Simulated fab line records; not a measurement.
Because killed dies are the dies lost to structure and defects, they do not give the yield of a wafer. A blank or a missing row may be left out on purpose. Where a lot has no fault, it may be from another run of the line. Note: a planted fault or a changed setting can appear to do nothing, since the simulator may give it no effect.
Chamber matching :: flow nand harc :: 4 sister chambers for NHARC_A_CHANNEL_FILL_D2_ETCHBACK_20 on rie diel-06
The step etches the open film in C4F8/O2/Ar, target depth 27 nm, time 13.5 s. 8 wafers are shown with their chamber, then 9 later ones without.

## WAFERS WITH THEIR CHAMBER
wafer: L077.3
chamber: 1
rf vpp V (V): 975
oes product au (a.u.): 0.931

wafer: L082.3
chamber: 1
rf vpp V (V): 975
oes product au (a.u.): 1.008

wafer: L082.5
chamber: 2
rf vpp V (V): 988
oes product au (a.u.): 0.987

wafer: L086.5
chamber: 3
rf vpp V (V): 987
oes product au (a.u.): 1.003

wafer: L086.6
chamber: 2
rf vpp V (V): 989
oes product au (a.u.): 0.993

wafer: L087.2
chamber: 3
rf vpp V (V): 987
oes product au (a.u.): 0.992

wafer: L087.3
chamber: 0
rf vpp V (V): 982
oes product au (a.u.): 0.984

wafer: L087.6
chamber: 0
rf vpp V (V): 984
oes product au (a.u.): 0.986

## WAFERS MISSING THEIR CHAMBER
wafer: L089.3
rf vpp V (V): 988
oes product au (a.u.): 0.996

wafer: L089.4
rf vpp V (V): 975
oes product au (a.u.): 0.999

wafer: L089.5
rf vpp V (V): 987
oes product au (a.u.): 0.998

wafer: L094.4
rf vpp V (V): 988
oes product au (a.u.): 0.980

wafer: L094.5
rf vpp V (V): 975
oes product au (a.u.): 0.980

wafer: L094.6
rf vpp V (V): 986
oes product au (a.u.): 0.987

wafer: L097.1
rf vpp V (V): 986
oes product au (a.u.): 0.991

wafer: L097.3
rf vpp V (V): 983
oes product au (a.u.): 0.982

wafer: L097.5
rf vpp V (V): 989
oes product au (a.u.): 0.990

## WHICH CHAMBER EACH ONE RAN IN
wafer: L089.3
from the rows above: can't be placed: 2 or 3
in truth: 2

wafer: L089.4
from the rows above: 1
in truth: 1

wafer: L089.5
from the rows above: can't be placed: 3 or 2
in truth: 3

wafer: L094.4
from the rows above: can't be placed: 2 or 3
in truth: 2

wafer: L094.5
from the rows above: 1
in truth: 1

wafer: L094.6
from the rows above: can't be placed: 3 or 2
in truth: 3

wafer: L097.1
from the rows above: can't be placed: 3 or 2
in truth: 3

wafer: L097.3
from the rows above: 0
in truth: 0

wafer: L097.5
from the rows above: can't be placed: 2 or 3
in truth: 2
Correct placement for 3 of the 9. Unplaceable from these rows: 6, with the true chamber sitting among the candidates in 6. Placed wrongly: 0.
How it was worked out, from the rows above alone: a wafer's distance from a chamber is the root of the sum, over the readings, of the square of ((its reading less the chamber's mean) divided by the reading's scatter). The wafer belongs to the nearest chamber; if the next one is less than 2 further off, it can't be placed. The mean given for a chamber averages the wafers shown for that chamber. The scatter: the root of (the sum of the squares of (reading less its chamber's mean) over the shown wafers, divided by (wafers less chambers)).
